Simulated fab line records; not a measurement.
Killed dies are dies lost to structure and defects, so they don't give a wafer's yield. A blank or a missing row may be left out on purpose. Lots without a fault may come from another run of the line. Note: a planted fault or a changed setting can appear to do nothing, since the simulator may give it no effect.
Split-lot trial :: flow n5-finfet :: 21 wafers read from 7 lots, route of 1938 steps

ON THE SPLIT
At N5_BEOL_M2_ILD_DEP_00 (deposits SiOC from DEMS/O2, target thk 79 nm, time 15.3 s), the setting time-s was moved away from the recipe's 15.3 s on 8 of the 21 wafers read, by -12.4% to +14.4%. All remaining wafers had this setting at the recipe value.

Between the split and the reading, the file records no step.

THE READING
Values of M2_ILD_THK in nm from N5_BEOL_M2_THK_MEAS_01. On this fab line, fault-free wafers typically give 79.3 nm with a standard deviation of 0.98 nm.

wafer: L074.3
tool, chamber at the split: pecvd-01, 1
time-s as run, s: 15.3
against the recipe: recipe
M2_ILD_THK, nm: 79.3
against lot-mates on the recipe: -

wafer: L074.4
tool, chamber at the split: pecvd-01, 1
time-s as run, s: 17.5
against the recipe: +14.4%
M2_ILD_THK, nm: 90.0
against lot-mates on the recipe: +11.0

wafer: L074.6
tool, chamber at the split: pecvd-01, 1
time-s as run, s: 15.3
against the recipe: recipe
M2_ILD_THK, nm: 78.8
against lot-mates on the recipe: -

wafer: L075.2
tool, chamber at the split: pecvd-03, 1
time-s as run, s: 13.41
against the recipe: -12.4%
M2_ILD_THK, nm: 67.8
against lot-mates on the recipe: -11.6

wafer: L075.3
tool, chamber at the split: pecvd-03, 2
time-s as run, s: 15.3
against the recipe: recipe
M2_ILD_THK, nm: 79.4
against lot-mates on the recipe: -

wafer: L075.5
tool, chamber at the split: pecvd-03, 2
time-s as run, s: 13.41
against the recipe: -12.4%
M2_ILD_THK, nm: 70.8
against lot-mates on the recipe: -8.6

wafer: L086.2
tool, chamber at the split: pecvd-02, 2
time-s as run, s: 15.3
against the recipe: recipe
M2_ILD_THK, nm: 76.8
against lot-mates on the recipe: -

wafer: L086.5
tool, chamber at the split: pecvd-02, 2
time-s as run, s: 16.01
against the recipe: +4.6%
M2_ILD_THK, nm: 82.9
against lot-mates on the recipe: +4.7

wafer: L086.6
tool, chamber at the split: pecvd-02, 0
time-s as run, s: 15.3
against the recipe: recipe
M2_ILD_THK, nm: 79.7
against lot-mates on the recipe: -

wafer: L088.1
tool, chamber at the split: pecvd-02, 2
time-s as run, s: 16.87
against the recipe: +10.3%
M2_ILD_THK, nm: 86.7
against lot-mates on the recipe: +5.8

wafer: L088.3
tool, chamber at the split: pecvd-02, 1
time-s as run, s: 15.3
against the recipe: recipe
M2_ILD_THK, nm: 79.9
against lot-mates on the recipe: -

wafer: L088.5
tool, chamber at the split: pecvd-02, 1
time-s as run, s: 15.3
against the recipe: recipe
M2_ILD_THK, nm: 82.0
against lot-mates on the recipe: -

wafer: L089.1
tool, chamber at the split: pecvd-03, 2
time-s as run, s: 16.16
against the recipe: +5.6%
M2_ILD_THK, nm: 83.7
against lot-mates on the recipe: +3.5

wafer: L089.3
tool, chamber at the split: pecvd-03, 0
time-s as run, s: 16.16
against the recipe: +5.6%
M2_ILD_THK, nm: 82.9
against lot-mates on the recipe: +2.7

wafer: L089.4
tool, chamber at the split: pecvd-03, 0
time-s as run, s: 15.3
against the recipe: recipe
M2_ILD_THK, nm: 80.2
against lot-mates on the recipe: -

wafer: L092.1
tool, chamber at the split: pecvd-03, 1
time-s as run, s: 15.3
against the recipe: recipe
M2_ILD_THK, nm: 80.2
against lot-mates on the recipe: -

wafer: L092.4
tool, chamber at the split: pecvd-03, 1
time-s as run, s: 15.3
against the recipe: recipe
M2_ILD_THK, nm: 80.5
against lot-mates on the recipe: -

wafer: L092.6
tool, chamber at the split: pecvd-03, 2
time-s as run, s: 15.3
against the recipe: recipe
M2_ILD_THK, nm: 80.8
against lot-mates on the recipe: -

wafer: L097.1
tool, chamber at the split: pecvd-01, 2
time-s as run, s: 15.3
against the recipe: recipe
M2_ILD_THK, nm: 77.7
against lot-mates on the recipe: -

wafer: L097.3
tool, chamber at the split: pecvd-01, 0
time-s as run, s: 15.3
against the recipe: recipe
M2_ILD_THK, nm: 79.6
against lot-mates on the recipe: -

wafer: L097.4
tool, chamber at the split: pecvd-01, 2
time-s as run, s: 14.67
against the recipe: -4.1%
M2_ILD_THK, nm: 74.7
against lot-mates on the recipe: -4.0

THE FIT
A straight line over all 21 wafers: M2_ILD_THK changes by +0.775 nm for each +1% of time-s; r = +0.97; the points scatter about the line by 1.3 nm.
The same after taking each lot's own level away (the mean of its wafers on the recipe; 21 wafers): +0.753 nm for each +1%; r = +0.97; scatter 1.1 nm.
Per that fit: largest time-s move, reading shift of 11 nm.
Measured against the standard deviation above, the lots' own levels, which go from 78.25 to 80.95 nm, span 2.8 times it.
The two slopes agree, so the slope changes little with the lot-to-lot level.
Check: +10.4 nm against its lot-mates is what the line predicts for one of the wafers moved furthest among these (+14.4%) when that wafer is left out of the fit. It came out at +11 nm against them.

FURTHER SPLITS ON THESE WAFERS
Before the reading, these wafers also passed through other splits. Each is held against what the fit with the lots' levels taken away leaves over:
other split on the same wafers: N5_GATE_CUT_COAT_27 spin-rpm
wafers away from the commonest value: 8
r with M2_ILD_THK (lot level and that fit taken away): -0.32

other split on the same wafers: N5_MOL_CONTACT_COAG_CONTACT_ETCH_14 source-w
wafers away from the commonest value: 4
r with M2_ILD_THK (lot level and that fit taken away): +0.34

other split on the same wafers: N5_MOL_CONTACT_COAG_EXPOSE_37 dose-mj
wafers away from the commonest value: 7
r with M2_ILD_THK (lot level and that fit taken away): -0.19

other split on the same wafers: N5_MOL_CONTACT_COAG_ETCH_67 source-w
wafers away from the commonest value: 11
r with M2_ILD_THK (lot level and that fit taken away): -0.02

other split on the same wafers: N5_BEOL_M0_SAQP_ILD_DEP_01 time-s
wafers away from the commonest value: 8
r with M2_ILD_THK (lot level and that fit taken away): +0.10

other split on the same wafers: N5_BEOL_M0_SAQP_PECVD_04 time-s
wafers away from the commonest value: 6
r with M2_ILD_THK (lot level and that fit taken away): +0.46

other split on the same wafers: N5_BEOL_M0_ETCH_138 bias-w
wafers away from the commonest value: 9
r with M2_ILD_THK (lot level and that fit taken away): -0.14

other split on the same wafers: N5_BEOL_M0_ETCH_109 bias-w
wafers away from the commonest value: 4
r with M2_ILD_THK (lot level and that fit taken away): +0.08

other split on the same wafers: N5_BEOL_M1_ETCH_74 bias-w
wafers away from the commonest value: 6
r with M2_ILD_THK (lot level and that fit taken away): +0.23

other split on the same wafers: N5_BEOL_M1_ETCH_64 source-w
wafers away from the commonest value: 9
r with M2_ILD_THK (lot level and that fit taken away): +0.55

THE WHOLE CHAIN: every reading that the file lists as answering this split, in the file's order
step: N5_BEOL_M2_ILD_DEP_00
what it does: deposits SiOC from DEMS/O2, target thk 79 nm, time 15.3 s
reading: SiOC_of_BEOL_M2_ILD_DEP_00.thk-nm (the simulator's own value, which no gauge read)
change (the file's fit): +0.742 nm for each +1% of the setting
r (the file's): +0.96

step: N5_BEOL_M2_THK_MEAS_01
what it does: 
reading: M2_ILD_THK
change (the file's fit): +0.742 for each +1% of the setting
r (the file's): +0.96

FILE'S OWN FIT
M2_ILD_THK changes by +0.742 nm for each +1% of time-s, r = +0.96.
